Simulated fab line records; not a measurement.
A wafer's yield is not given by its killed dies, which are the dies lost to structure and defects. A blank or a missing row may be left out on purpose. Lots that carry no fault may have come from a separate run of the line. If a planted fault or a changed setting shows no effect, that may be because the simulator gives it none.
Matching of chambers ; flow n5-finfet ; rie-diel-06 running N5_BEOL_M15_TRENCH_ETCH_34: 4 sister chambers
The step etches SiO2 in C4F8/O2/Ar, target depth 872.93 nm, time 199 s. 4 wafers are shown with their chamber, then 8 later ones without.

EACH WAFER AND ITS CHAMBER
wafer;chamber;rf-vpp-V (V)
L083.5;3;2178
L085.5;1;2301
L087.6;0;2237
L090.1;2;2197

WAFERS MISSING THEIR CHAMBER
wafer;rf-vpp-V (V)
L090.5;2197
L090.6;2302
L094.4;2177
L094.5;2238
L094.6;2197
L097.1;2237
L097.4;2177
L097.5;2196

THE CHAMBER EACH PASSED THROUGH
wafer;from the rows above;in truth
L090.5;2;2
L090.6;1;1
L094.4;3;3
L094.5;0;0
L094.6;2;2
L097.1;0;0
L097.4;3;3
L097.5;2;2
Correct placement for 8 of the 8. Not placeable from these rows: 0. 0 placed wrongly.
How it was worked out, from the rows above alone: a wafer's distance from a chamber is the root of the sum, over the readings, of the square of ((its reading less the chamber's mean) divided by the reading's scatter). The wafer belongs to the nearest chamber; if the next one is less than 2 further off, it can't be placed. The mean given for a chamber averages the wafers shown for that chamber. The scatter: root of mean squared gap, hidden wafer to nearest shown wafer, with one shown wafer a chamber.
